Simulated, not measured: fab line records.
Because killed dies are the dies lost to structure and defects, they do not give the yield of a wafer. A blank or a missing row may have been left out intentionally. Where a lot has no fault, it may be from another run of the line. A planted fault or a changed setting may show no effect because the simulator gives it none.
fab line records    flow n5Finfet
record lots=8  wafers=24  lastDay=21
route steps=1938 shown BEOL_M1@767 BEOL_M4@1111 PASSIVATION@1936
lots untouched by any fault: they come from a run of this same line in which no faults occurred
startH: start of the lot's first displayed wafer, in hours after the record's first day    waitH: time in hours since the lot's previous step    " same as the row above    L1.1+2: a row that stands for several wafers    - no value, or no start was given    * or withheld: withheld    < > ~ a bound
route shown NAME@n: a module of which the file shows steps, and the number in the route of the first    usual: mean and standard deviation over wafers with no fault    same: alike in all rows    chamber/n: place in a boat    sites: readings site by site    _std_site: standard deviation across them    _edge_site: mean of outer sites minus mean of inner sites    radiusMm: for every site, how far away it sits from the centre of the wafer    mask NAME#n: copy n    behind: the last tool/chamber to shape the wafer    hold: reason for holding the lot/hours on hold/outcome of the hold    device: whichever transistor did not switch (one of n, p or np)    end of line: at the end of the route, the tests of the same wafers    where a step has no rows: the recipe by itself    killed: not the wafer's yield, but the dies lost to structure and defects at the first sort    map: shows each die of a wafer: x if killed, . if not, _ if none is there
set.NAME: the setting that was run; set.NAME@STEP: the one run at that earlier step    model.NAME: the simulator's own value behind a step, which no gauge read
route steps across a sampled set of lots; one table per step, one row per wafer
services: a tool's chamber out of use, with start hour (startH, from the record's first day; less than 0 if before it), hours out, and reason
## steps
# step N5_BEOL_M1_DESCUM_16
# recipe chemistry=O2  timeS=7  sourcePowerW=50  biasPowerW=20  pressureMtorr=20  rfFrequencyHz=2.712e+07  tempC=40  resist=CAR-EUV  o2FlowSccm=225
# usual drypumpMotorCurrentA=5.6/0.45  oesProductAu=0.77/0.066  rfVppV=243.4/1.5  showerheadPlenumPTorr=2.11/0.085  throttleValvePct=20.44/0.2
# same timeS=7
lot.wafer  tool        chamber  startH  waitH  drypumpMotorCurrentA  oesProductAu  rfHoursCounterH  rfVppV  showerheadPlenumPTorr  throttleValvePct
L207.1     rieDiel-02  0        135.12  0.0    4.8                   0.71          219              242.9   1.99                   20.93
L207.4     "           3        "       "      5.7                   0.87          61               241.6   2.02                   20.58
L207.6     "           2        "       "      5.0                   0.73          -                244.7   2.17                   20.45
L219.2     rieDiel-05  2        195.79  0.0    6.1                   0.78          130              243.7   2.19                   20.27
L219.3     "           3        "       "      5.8                   0.72          170              243.0   1.99                   20.24
L219.4     "           1        "       "      5.5                   0.71          207              243.4   2.13                   20.36
L220.1     rieDiel-06  1        198.48  0.0    5.5                   0.81          86               243.2   2.21                   20.21
L220.2     "           2        "       "      5.6                   0.71          226              242.6   2.05                   20.33
L220.6     "           2        "       "      5.5                   0.71          -                241.6   2.05                   20.33
L225.2     rieDiel-02  0        231.61  0.0    4.9                   0.70          248              240.0   1.98                   20.97
L225.3     "           3        "       "      5.7                   0.84          90               240.9   2.01                   20.64
L225.5     "           2        "       "      5.0                   0.72          -                243.3   2.16                   20.49
L227.2     rieDiel-06  1        244.82  0.0    5.6                   0.79          100              245.7   2.20                   20.22
L227.3     "           0        "       "      5.8                   0.77          145              244.4   2.06                   20.41
L227.4     "           2        "       "      5.5                   0.69          239              243.9   2.05                   20.35
L229.1     rieDiel-06  0        251.39  0.2    5.8                   0.78          147              241.4   2.06                   20.42
L229.2     "           2        "       "      5.5                   0.70          241              242.4   2.05                   20.36
L229.5     "           0        "       "      5.8                   0.77          -                242.8   2.06                   20.43
L228.1     rieDiel-02  2        260.00  0.0    5.0                   0.72          232              243.2   2.16                   20.48
L228.2     "           1        "       "      6.4                   0.80          100              245.2   2.22                   20.48
L228.6     "           2        "       "      5.0                   0.71          -                242.8   2.16                   20.50
L230.4     rieDiel-05  2        260.58  0.1    6.1                   0.76          147              245.6   2.18                   20.31
L230.5     "           1        "       "      5.6                   0.70          -                243.4   2.12                   20.39
L230.6     "           2        "       "      6.1                   0.76          -                245.6   2.18                   20.31
# step N5_BEOL_M1_STRIP_19
# recipe chemistry=O2  powerW=400  tempC=40  pressureMtorr=30  rfFrequencyHz=6e+07  biasPowerW=0  overashFraction=0.2  o2FlowSccm=225
# usual drypumpMotorCurrentA=5.6/0.48  oesProductAu=0.76/0.062  rfVppV=3.6/0.49  showerheadPlenumPTorr=2.10/0.09  throttleValvePct=16.70/0.19
lot.wafer  tool        chamber  startH  waitH  drypumpMotorCurrentA  oesProductAu  rfHoursCounterH  rfVppV  showerheadPlenumPTorr  throttleValvePct
L207.1     rieDiel-05  1        135.64  0.2    5.5                   0.73          183              3.9     2.14                   16.64
L207.4     "           3        "       "      5.7                   0.73          153              3.1     2.00                   16.52
L207.6     "           0        "       "      5.0                   0.74          -                4.6     2.02                   16.80
L219.2     rieDiel-05  0        196.15  0.1    5.0                   0.72          178              4.5     2.01                   16.85
L219.3     "           1        "       "      5.5                   0.71          207              3.9     2.13                   16.69
L219.4     "           2        "       "      6.1                   0.78          130              3.4     2.19                   16.52
L220.1     rieDiel-06  3        198.89  0.1    6.0                   0.97          6                3.5     2.14                   16.48
L220.2     "           1        "       "      5.6                   0.80          87               3.6     2.21                   16.43
L220.6     "           0        "       "      5.8                   0.78          -                3.4     2.07                   16.72
L225.2     rieDiel-02  0        232.06  0.1    4.8                   0.69          248              3.9     1.98                   17.24
L225.3     "           1        "       "      6.4                   0.82          93               3.7     2.23                   16.69
L225.5     "           1        "       "      6.4                   0.81          -                3.1     2.23                   16.69
L227.2     rieDiel-05  0        245.18  0.1    5.0                   0.70          193              3.3     2.00                   16.87
L227.3     "           2        "       "      6.1                   0.76          144              3.8     2.19                   16.58
L227.4     "           3        "       "      5.8                   0.72          181              3.7     1.99                   16.56
L229.1     rieDiel-06  0        251.75  0.1    5.8                   0.77          147              4.0     2.07                   16.72
L229.2     "           2        "       "      5.6                   0.69          241              3.8     2.05                   16.64
L229.5     "           0        "       "      5.8                   0.76          -                2.8     2.07                   16.74
L228.1     rieDiel-02  3        260.36  0.1    5.7                   0.83          97               4.1     2.01                   16.85
L228.2     "           2        "       "      5.0                   0.72          232              3.9     2.16                   16.79
L228.6     "           3        "       "      5.7                   0.82          -                3.7     2.02                   16.88
L230.4     rieDiel-02  2        260.95  0.1    5.0                   0.71          -                3.5     2.16                   16.79
L230.5     "           3        "       "      5.7                   0.83          -                3.2     2.01                   16.85
L230.6     "           1        "       "      6.4                   0.79          -                2.4     2.23                   16.71
# step N5_BEOL_M1_ETCH_77
# recipe chemistry=N2/H2  target=underlayer  targetDepthA=65  maskMaterial=CAR-EUV  timeS=5.2  ionEnergyEv=200  pressureMtorr=30  sourceW=840  biasW=150  n2FlowSccm=200  h2FlowSccm=200  ends=cleared
# usual biasW=150.0/0.43  chamberPressureMTorr=29.99/0.043  drypumpMotorCurrentA=5.6/0.43  etchRfOnTimeS=5.25/0.17  oesProductAu=0.65/0.053  rfVppV=524.2/2.9  showerheadPlenumPTorr=2.55/0.1  throttleValvePct=17.96/0.28
lot.wafer  tool        chamber  startH  waitH  biasW  chamberPressureMTorr  drypumpMotorCurrentA  etchRfOnTimeS  oesProductAu  rfHoursCounterH  rfVppV  showerheadPlenumPTorr  throttleValvePct
L207.1     rieDiel-02  1        136.31  0.0    150.5  30.02                 6.4                   5.40           0.70          67               528.3   2.68                   17.61
L207.4     "           2        "       "      150.4  30.00                 5.0                   5.43           0.60          201              525.7   2.62                   17.88
L207.6     "           3        "       "      150.1  29.96                 5.7                   5.33           0.71          -                524.8   2.51                   18.43
L219.2     rieDiel-02  0        196.71  0.0    -      -                     -                     -              -             -                -       -                      -
L219.3     "           2        "       "      -      -                     -                     -              -             -                -       -                      -
L219.4     "           1        "       "      -      -                     -                     -              -             -                -       -                      -
L220.1     rieDiel-05  2        199.44  0.0    -      -                     -                     -              -             -                -       -                      -
L220.2     "           3        "       "      -      -                     -                     -              -             -                -       -                      -
L220.6     "           0        "       "      -      -                     -                     -              -             -                -       -                      -
L225.2     rieDiel-05  3        232.60  0.0    149.6  30.03                 5.7                   5.13           0.63          179              520.4   2.43                   17.80
L225.3     "           2        "       "      149.6  30.04                 6.1                   5.09           0.66          142              527.6   2.68                   18.06
L225.5     "           3        "       "      149.5  29.92                 5.7                   5.14           0.63          -                519.2   2.43                   17.77
L227.2     rieDiel-05  1        245.85  0.0    150.0  29.97                 5.6                   5.35           0.60          221              526.1   2.63                   18.17
L227.3     "           3        "       "      150.2  30.04                 5.7                   5.12           0.63          181              522.1   2.43                   17.80
L227.4     "           2        "       "      150.0  29.99                 6.1                   5.07           0.66          144              525.6   2.68                   18.05
L229.1     rieDiel-05  3        252.42  0.0    150.1  30.01                 5.7                   5.17           0.63          182              520.1   2.43                   17.82
L229.2     "           1        "       "      149.4  30.01                 5.6                   5.37           0.60          222              526.7   2.63                   18.15
L229.5     "           3        "       "      149.4  29.94                 5.7                   5.20           0.62          -                521.0   2.43                   17.81
L228.1     rieDiel-05  0        261.04  0.0    149.9  30.04                 5.0                   5.32           0.60          196              518.2   2.41                   17.96
L228.2     "           1        "       "      150.4  29.98                 5.6                   5.29           0.59          224              526.4   2.63                   18.14
L228.6     "           1        "       "      149.7  30.04                 5.5                   5.34           0.59          -                526.6   2.63                   18.15
L230.4     rieDiel-05  0        261.60  0.0    150.5  29.94                 5.0                   5.26           0.61          196              520.7   2.41                   17.97
L230.5     "           1        "       "      149.8  29.97                 5.6                   5.28           0.60          -                526.8   2.63                   18.16
L230.6     "           2        "       "      150.3  29.96                 6.1                   5.10           0.66          -                526.3   2.68                   18.06
# step N5_BEOL_M1_ETCH_70
# recipe chemistry=N2/H2  target=SOC  targetDepthA=800  overetchA=160  maskMaterial=SiARC  tempC=40  timeS=120  ionEnergyEv=200  pressureMtorr=30  sourceW=840  biasW=150  n2FlowSccm=200  h2FlowSccm=200
# usual biasW=150.0/0.46  chamberPressureMTorr=30.000/0.026  drypumpMotorCurrentA=5.6/0.43  oesProductAu=0.58/0.046  rfVppV=524/3  showerheadPlenumPTorr=2.54/0.1  throttleValvePct=17.91/0.27
# same timeS=120
lot.wafer  tool        chamber  startH  waitH  biasW  chamberPressureMTorr  drypumpMotorCurrentA  oesProductAu  rfHoursCounterH  rfVppV  showerheadPlenumPTorr  throttleValvePct
L207.1     rieDiel-05  1        171.82  0.0    149.6  29.972                5.6                   0.56          194              527     2.65                   18.07
L207.4     "           2        "       "      149.7  30.013                6.1                   0.60          117              527     2.69                   17.99
L207.6     "           0        "       "      149.3  30.011                5.0                   0.57          -                520     2.42                   17.86
L219.2     rieDiel-05  2        203.88  0.0    150.3  29.967                6.1                   0.59          133              528     2.69                   18.00
L219.3     "           1        "       "      150.8  30.029                5.6                   0.56          210              525     2.64                   18.08
L219.4     "           3        "       "      150.4  29.997                5.8                   0.57          173              522     2.43                   17.77
L220.1     rieDiel-02  1        224.87  0.0    150.3  29.993                6.4                   0.62          92               528     2.67                   17.62
L220.2     "           3        "       "      150.2  29.998                5.7                   0.63          87               522     2.50                   18.46
L220.6     "           2        "       "      149.6  30.002                5.0                   0.55          -                525     2.62                   17.89
L225.2     rieDiel-02  3        250.22  0.0    150.2  30.003                5.7                   0.62          94               523     2.49                   18.48
L225.3     "           1        "       "      148.9  30.017                6.4                   0.61          98               528     2.67                   17.62
L225.5     "           1        "       "      149.2  29.929                6.4                   0.61          -                526     2.67                   17.63
L227.2     rieDiel-05  2        259.13  0.0    150.3  29.985                6.1                   0.58          147              527     2.68                   18.02
L227.3     "           0        "       "      150.1  30.000                5.0                   0.54          196              519     2.41                   17.92
L227.4     "           3        "       "      149.6  29.991                5.7                   0.55          184              522     2.43                   17.79
L229.1     rieDiel-06  0        259.60  0.0    149.5  29.996                5.8                   0.58          148              525     2.56                   18.16
L229.2     "           3        "       "      149.7  29.993                6.0                   0.70          24               525     2.59                   17.68
L229.5     "           3        "       "      150.1  29.999                6.0                   0.70          -                526     2.59                   17.68
L228.1     rieDiel-05  3        262.39  0.0    149.4  30.010                5.7                   0.56          185              521     2.43                   17.80
L228.2     "           1        "       "      149.3  30.049                5.6                   0.54          224              528     2.63                   18.12
L228.6     "           0        "       "      149.7  30.014                5.0                   0.54          -                520     2.41                   17.94
L230.4     rieDiel-05  0        270.74  0.0    149.8  30.007                5.0                   0.55          198              520     2.41                   17.93
L230.5     "           0        "       "      151.2  29.967                5.0                   0.55          -                520     2.41                   17.94
L230.6     "           1        "       "      150.2  30.008                5.6                   0.54          -                527     2.63                   18.12
# step N5_BEOL_M4_RC_MEAS_101
# usual DIBL_N=36.1/2.3  DIBL_P=36/3.2  IOFF_N=0.16/0.045  IOFF_P=0.21/0.049  ION_N=674/14  ION_P=462/8.4  SS_N=71.6/0.83  SS_P=73.2/0.87  VT_N=249/3.8  VT_P=-250/3.4
lot.wafer  tool       chamber  startH  waitH  DIBL_N[mV/V]  DIBL_P[mV/V]  IOFF_N[nA/um]  IOFF_P[nA/um]  ION_N[uA/um]  ION_P[uA/um]  SS_N[mV/dec]  SS_P[mV/dec]  VT_N[mV]  VT_P[mV]
L207.1     prober-02  0        236.98  0.3    35.1          34            0.13           0.21           659           461           70.7          72.9          250       -249
L207.4     "          0        "       "      39.1          39            0.20           0.28           675           466           72.3          73.6          248       -246
L207.6     "          0        "       "      37.9          37            0.18           0.25           673           465           71.7          73.7          248       -245
L219.2     prober-02  0        297.29  0.2    34.9          35            0.13           0.20           682           472           71.0          73.2          253       -250
L219.3     "          0        "       "      35.4          33            0.13           0.17           662           458           71.3          72.0          251       -255
L219.4     "          0        "       "      34.2          33            0.11           0.15           648           444           70.2          72.0          257       -256
L220.1     prober-02  0        344.81  0.0    37.5          37            0.18           0.23           666           457           72.6          73.9          248       -250
L220.2     "          0        "       "      32.3          30            0.11           0.14           656           448           70.9          71.3          255       -256
L220.6     "          0        "       "      33.1          31            0.11           0.15           658           453           71.1          72.1          252       -254
L225.2     prober-02  0        355.66  0.2    36.0          35            0.16           0.22           669           460           71.3          72.8          248       -247
L225.3     "          0        "       "      34.3          33            0.15           0.20           670           459           71.2          72.3          248       -248
L225.5     "          0        "       "      38.8          39            0.24           0.29           688           464           72.0          73.4          243       -247
L227.2     prober-02  0        358.83  0.2    37.6          38            0.17           0.20           673           458           71.3          73.8          248       -252
L227.3     "          0        "       "      39.2          41            0.21           0.28           674           466           72.2          75.1          249       -249
L227.4     "          0        "       "      36.5          37            0.15           0.20           675           462           71.2          73.9          248       -254
L229.1     prober-02  0        364.44  0.0    39.9          39            0.22           0.24           707           474           72.3          74.2          244       -250
L229.2     "          0        "       "      36.0          34            0.14           0.17           661           450           70.8          73.0          250       -252
L229.5     "          0        "       "      35.4          33            0.13           0.17           670           460           70.4          72.0          251       -248
L228.1     prober-02  0        388.83  0.0    40.9          44            0.28           0.38           686           469           73.0          75.4          241       -241
L228.2     "          0        "       "      40.3          43            0.30           0.36           695           472           72.4          74.8          239       -240
L228.6     "          0        "       "      39.2          41            0.26           0.31           685           464           72.8          75.0          243       -243
L230.4     prober-01  0        394.25  0.5    37.5          39            0.20           0.25           683           463           72.7          73.3          246       -248
L230.5     "          0        "       "      40.1          42            0.24           0.29           679           461           72.7          74.2          246       -248
L230.6     "          0        "       "      37.4          38            0.19           0.24           681           466           72.0          73.7          247       -247
# step N5_PASSIVATION_PROBE_49
# usual defectLimitedYield=90.9/1.6  killed_at_M0_to_M3=37/11  killed_at_M4_up=15/5.6  killedAtContacts=13/6.4  killedAtFrontEnd=39/11  killedAtOther=4/3.1  killedDies=107/19  killedOpen=71/14  killedShort=34/7.8  sort_bin_4_leakage=0.01/0.053  sort_bin_5_function=5.3/1  sort_bin_6_memory=3.4/0.72  sort_bin_8_speed=0.0/0.42  sortNPass=1072/20  sortYieldPct=90.9/1.7
# same grossDies=1180  killedAtBackSide=0
lot.wafer  tool       chamber  startH  waitH  defectLimitedYield[%]  killed_at_M0_to_M3  killed_at_M4_up  killedAtContacts  killedAtFrontEnd  killedAtOther  killedDies  killedOpen  killedShort  sort_bin_4_leakage[%]  sort_bin_5_function[%]  sort_bin_6_memory[%]  sort_bin_8_speed[%]  sortNPass  sortYieldPct[%]
L219.2     prober-02  -        429.19  0.1    91.4                   13                  26               19                38                5              101         73          26           0                      4.6                     3.7                   0                    1079       91.4
L219.4     prober-02  -        429.29  0.2    88.7                   34                  32               13                52                2              133         95          37           0                      7.3                     3.6                   0.2                  1045       88.6
L220.2     prober-01  -        467.98  0.1    89.8                   53                  15               19                28                5              120         76          42           0                      6.0                     3.6                   0                    1060       89.8
# killed by level:class
L219.2 FIN_SAQP:geometricParticle:open=18 MOL_CONTACT_COAG:geometricParticle:open=16 BEOL_M4:geometricParticle:open=16 FIN_SAQP:geometricParticle:short=9 STI_FIN_REVEAL:geometricParticle:open=4 MOL_CONTACT_COAG:geometricParticle:short=3 SD_EPI_N:coatMicrobubblePrinted=2 GATE_CUT:geometricParticle:short=2
L219.4 BEOL_M4:geometricParticle:open=19 FIN_SAQP:geometricParticle:open=17 MOL_CONTACT_COAG:geometricParticle:open=13 BEOL_M3:geometricParticle:open=11 FIN_SAQP:geometricParticle:short=8 STI_FIN_REVEAL:geometricParticle:open=8 BEOL_M2:geometricParticle:open=7 BEOL_M3:geometricParticle:short=5
L220.2 BEOL_M1:geometricParticle:open=17 MOL_CONTACT_COAG:geometricParticle:open=15 BEOL_M0_SAQP:geometricParticle:short=9 BEOL_M0_SAQP:geometricParticle:open=8 BEOL_M4:geometricParticle:open=7 BEOL_M3:geometricParticle:open=6 BEOL_M1:geometricParticle:short=5 STI_FIN_REVEAL:geometricParticle:open=4
## services
tool        chamber  startH  hours  kind
rieDiel-06  3        141.41  1.3    repair
rieDiel-06  3        156.83  2.9    repair
rieDiel-06  3        159.87  -      clean
rieDiel-06  3        159.87  -      consumableReplace:focusRing
rieDiel-06  3        159.87  22.0   scheduledDown
rieDiel-06  3        159.87  22.0   ventCycle
rieDiel-02  -        169.40  14.6   pm
rieDiel-05  3        183.44  8.8    repair
rieDiel-02  -        192.18  1.3    repair
rieDiel-02  2        210.62  5.7    repair
rieDiel-06  0        211.17  17.1   repair
rieDiel-05  3        216.50  6.9    repair
rieDiel-02  0        239.75  -      clean
rieDiel-02  0        239.75  -      consumableReplace:focusRing
rieDiel-02  0        239.75  -      consumableReplace:showerhead
rieDiel-02  0        239.75  23.9   scheduledDown
rieDiel-02  0        239.75  23.9   ventCycle
rieDiel-06  -        246.41  0.3    repair
## key
firstSign step=N5_BEOL_M1_ETCH_77  reading=toolRecord  direction=missing
effect none on later readings
metAt N5_BEOL_M1_ETCH_77
struckLots L219,L220
notActingAt N5_BEOL_M1_DESCUM_16,N5_BEOL_M1_STRIP_19,N5_BEOL_M1_ETCH_70
onsetBetween 136.31 196.71
earlierFault kind=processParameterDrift  tool=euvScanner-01  chamber=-  onsetH=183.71  steps=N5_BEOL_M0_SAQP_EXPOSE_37  channel=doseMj  offset=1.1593  shape=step  actsIn=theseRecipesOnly  stated=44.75
fault kind=skippedStepWhole  tool=rieDiel-02,rieDiel-05  chamber=-  onsetH=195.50  steps=N5_BEOL_M1_ETCH_77  scope=struckLotsOnly
